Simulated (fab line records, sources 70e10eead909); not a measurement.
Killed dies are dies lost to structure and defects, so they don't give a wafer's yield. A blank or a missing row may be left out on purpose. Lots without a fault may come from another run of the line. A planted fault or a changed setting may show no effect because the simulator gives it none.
Problem report in the 8D (eight disciplines) form, filled by code | flow nand_harc | the parts of the form that need people (team, actions taken, sign-off) are left out

1. THE PROBLEM
killed_at_periphery at NHARC_END_SORT_01 reads a mean of 58.0 on 1 wafer of 1 lot; wafers without a fault read 3.6 with a standard deviation of 2.4. That is +23 standard deviations from the usual mean.
First seen on wafer L173.3, day 23 02:10, on prober-02. The record holds 6 wafers of 2 lots with a number at this step. Rule for "out", or "out of limits": more than 4 standard deviations from the usual mean. The other wafers with a number count as sound.

2. WHAT IT IS AND WHAT IT IS NOT
question                    | is                                                                                                                                      | is not
which readings at this step | killed_at_periphery, defect_limited_yield, killed_dies, sort_bin_2_pct, sort_bin_3_pct, sort_n_pass, sort_rim_yield_pct, sort_yield_pct | killed_at_array, killed_at_other, killed_open, killed_short
which lots                  | L173                                                                                                                                    | L177
which wafers of those lots  | L173.3                                                                                                                                  | L173.1, L173.4
read on which gauges        | prober-02                                                                                                                               | -
when                        | from day 23 02:10                                                                                                                       | up to then (1 sound wafer); but 4 sound wafers of L173, L177 came after

3. SUSPECTS, AND WHAT RULES EACH OUT
Counting: a tool at a process step up to the reading stays a suspect if it ran every lot that is out. Sound lots after the first of them don't rule it out here, since some wafers of a struck lot are sound.
- the gauge at NHARC_END_SORT_01: kept. All the wafers that are out were read on prober-02, and no step on other tools shows them out.
- pecvd-01 at NHARC_P_BONDPAD_DEP_00 (deposits SiCN, target thk 250 nm): kept. It ran the lot that is out, L173 (day 9 16:29).
- rie_diel-11 at NHARC_A_BONDPAD_ETCH_24 (etches the open film in CF4/N2, target depth 30 nm, time 72.99 s): kept. It ran the lot that is out, L173 (day 21 15:23). NHARC_A_BONDPAD_ETCH_24 gives no start for some lots, so the hours and the order of its lots are those of NHARC_A_BONDPAD_ANNEAL_28.
- pvd_sputter-01 at NHARC_A_BONDPAD_PRE_CLEAN_26 (time 30 s): kept. It ran the lot that is out, L173 (day 21 15:23). NHARC_A_BONDPAD_PRE_CLEAN_26 gives no start for some lots, so the hours and the order of its lots are those of NHARC_A_BONDPAD_ANNEAL_28.
- rtp_anneal-02 at NHARC_A_BONDPAD_ANNEAL_28 (time 90 s): kept. It ran the lot that is out, L173 (day 21 15:23).
- Within pecvd-01 at NHARC_P_BONDPAD_DEP_00: the wafers that are out ran in chamber 2; their sound lot-mates ran in chambers 0, 1.
- Within rie_diel-11 at NHARC_A_BONDPAD_ETCH_24: the wafers that are out ran in chamber 0; their sound lot-mates ran in chambers 2, 3.
Left after counting: pecvd-01 at NHARC_P_BONDPAD_DEP_00, rie_diel-11 at NHARC_A_BONDPAD_ETCH_24, pvd_sputter-01 at NHARC_A_BONDPAD_PRE_CLEAN_26, rtp_anneal-02 at NHARC_A_BONDPAD_ANNEAL_28, prober-02 at NHARC_END_SORT_01.

4. THE CAUSE (what the simulator had put in)
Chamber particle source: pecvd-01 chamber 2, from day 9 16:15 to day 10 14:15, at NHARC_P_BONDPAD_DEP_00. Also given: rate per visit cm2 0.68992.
Counting left 5 suspects, and this tool is among them.

5. THE CHAIN OF EFFECTS, in route order
Each row: a reading whose mean over the struck wafers that have a number lies more than 3 standard deviations from the usual. Only readings for which the record gives a usual standard deviation are gone through. hours: the time from each lot's start at the first step in this table that gives one to its start at this step, as a median over the lots. sigmas: the change in usual standard deviations.
hours | step              | reading              | usual  | on struck wafers | change | sigmas
0     | NHARC_END_SORT_01 | defect_limited_yield | 96.2 % | 88.3             | -7.9   | -6.1
0     | NHARC_END_SORT_01 | killed_at_periphery  | 3.6    | 58.0             | +54.4  | +23
0     | NHARC_END_SORT_01 | killed_dies          | 26     | 79               | +53    | +6.0
0     | NHARC_END_SORT_01 | sort_bin_2_pct       | 1.2 %  | 5.6              | +4.4   | +8.1
0     | NHARC_END_SORT_01 | sort_bin_3_pct       | 0.21 % | 1.62             | +1.41  | +8.3
0     | NHARC_END_SORT_01 | sort_n_pass          | 651    | 598              | -53    | -6.0
0     | NHARC_END_SORT_01 | sort_rim_yield_pct   | 95.0 % | 81.1             | -13.9  | -5.0
0     | NHARC_END_SORT_01 | sort_yield_pct       | 96.2 % | 88.3             | -7.9   | -6.1

6. WHAT WOULD HAVE CAUGHT IT SOONER
In this record the first reading out of limits at a measuring or inspecting step was taken at day 23 02:10, 322 hours after the fault began at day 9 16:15.
Of the tool readings at NHARC_P_BONDPAD_DEP_00 for which the record gives a usual standard deviation, none was out on any struck wafer, so an alarm limit of 4 standard deviations on them would not have fired.
All the lots that are out (1) had begun NHARC_P_BONDPAD_DEP_00 on pecvd-01 by day 23 02:10. A hold on the tool at that time would have spared none of them.
